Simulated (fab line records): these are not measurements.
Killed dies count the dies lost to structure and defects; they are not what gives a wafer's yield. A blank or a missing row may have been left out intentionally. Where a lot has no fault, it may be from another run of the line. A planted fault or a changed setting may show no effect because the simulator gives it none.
Matching of chambers + flow nand-harc + rie-diel-12 running NHARC_P_M1_STRIP_18: 4 sister chambers
The step strips in N2/H2. 24 wafers are shown with their chamber, then 12 later ones without.

## EACH WAFER AND ITS CHAMBER
| wafer  | chamber | drypump-motor-current-A (A) | showerhead-plenum-p-Torr (Torr) | oes-product-au (a.u.) |
|--------|---------|-----------------------------|---------------------------------|-----------------------|
| L078.2 | 1       | 6.0                         | 1.91                            | 1.003                 |
| L078.4 | 2       | 5.2                         | 1.90                            | 1.000                 |
| L078.5 | 3       | 5.2                         | 2.04                            | 0.995                 |
| L077.1 | 0       | 6.1                         | 1.97                            | 0.992                 |
| L077.3 | 1       | 6.0                         | 1.91                            | 0.992                 |
| L077.5 | 3       | 5.2                         | 2.04                            | 0.979                 |
| L079.4 | 2       | 5.2                         | 1.90                            | 0.999                 |
| L079.5 | 3       | 5.1                         | 2.04                            | 0.992                 |
| L079.6 | 2       | 5.2                         | 1.90                            | 0.994                 |
| L080.4 | 2       | 5.2                         | 1.90                            | 1.000                 |
| L080.5 | 3       | 5.2                         | 2.04                            | 0.990                 |
| L080.6 | 2       | 5.2                         | 1.90                            | 0.992                 |
| L081.1 | 2       | 5.2                         | 1.90                            | 1.007                 |
| L081.3 | 1       | 6.0                         | 1.91                            | 1.010                 |
| L081.6 | 2       | 5.2                         | 1.90                            | 1.020                 |
| L087.1 | 3       | 5.2                         | 2.03                            | 0.991                 |
| L087.2 | 1       | 6.0                         | 1.91                            | 0.989                 |
| L087.6 | 1       | 6.0                         | 1.91                            | 0.986                 |
| L088.1 | 3       | 5.2                         | 2.03                            | 1.012                 |
| L088.5 | 2       | 5.2                         | 1.90                            | 1.012                 |
| L088.6 | 3       | 5.2                         | 2.03                            | 1.001                 |
| L090.1 | 1       | 6.0                         | 1.91                            | 0.989                 |
| L090.5 | 0       | 6.1                         | 1.97                            | 0.995                 |
| L090.6 | 1       | 6.0                         | 1.91                            | 0.999                 |

SIGNATURES (averages over the wafers above)
| reading                  | chamber 0 | chamber 1 | chamber 2 | chamber 3 | scatter within a chamber |
|--------------------------|-----------|-----------|-----------|-----------|--------------------------|
| drypump-motor-current-A  | 6.100     | 6.000     | 5.200     | 5.186     | 0.0207                   |
| showerhead-plenum-p-Torr | 1.9700    | 1.9100    | 1.9000    | 2.0357    | 0.00293                  |
| oes-product-au           | 0.99350   | 0.99543   | 1.00300   | 0.99429   | 0.00927                  |
Rule: for a wafer and a chamber, the distance is found by dividing, reading by reading, the gap between the wafer's reading and the chamber's mean by the reading's scatter, squaring, summing and taking the root. The wafer belongs to the nearest chamber; if the next one is less than 2 further off, it can't be placed. How the scatter is found: for the shown wafers, subtract from each reading the mean of its chamber, square and add these, divide the total by (wafers less chambers), then take the root.

## WAFERS WHOSE CHAMBER IS MISSING
| wafer  | drypump-motor-current-A (A) | showerhead-plenum-p-Torr (Torr) | oes-product-au (a.u.) |
|--------|-----------------------------|---------------------------------|-----------------------|
| L091.1 | 6.0                         | 1.90                            | 0.991                 |
| L091.4 | 6.1                         | 1.97                            | 0.986                 |
| L091.5 | 6.0                         | 1.90                            | 0.997                 |
| L092.1 | 5.1                         | 2.03                            | 0.994                 |
| L092.3 | 6.1                         | 1.97                            | 0.990                 |
| L092.5 | 6.1                         | 1.97                            | 0.996                 |
| L094.2 | 5.2                         | 1.90                            | 0.990                 |
| L094.4 | 5.2                         | 2.03                            | 1.004                 |
| L094.5 | 5.2                         | 1.90                            | 1.001                 |
| L095.1 | 5.2                         | 2.03                            | 0.985                 |
| L095.4 | 5.2                         | 2.03                            | 0.991                 |
| L095.5 | 5.2                         | 1.90                            | 1.009                 |

## WHICH CHAMBER EACH WENT THROUGH
| wafer  | from the rows above | in truth |
|--------|---------------------|----------|
| L091.1 | 1                   | 1        |
| L091.4 | 0                   | 0        |
| L091.5 | 1                   | 1        |
| L092.1 | 3                   | 3        |
| L092.3 | 0                   | 0        |
| L092.5 | 0                   | 0        |
| L094.2 | 2                   | 2        |
| L094.4 | 3                   | 3        |
| L094.5 | 2                   | 2        |
| L095.1 | 3                   | 3        |
| L095.4 | 3                   | 3        |
| L095.5 | 2                   | 2        |
Correctly placed: 12 of 12. Can't be placed from these rows: 0. Number placed wrongly: 0.
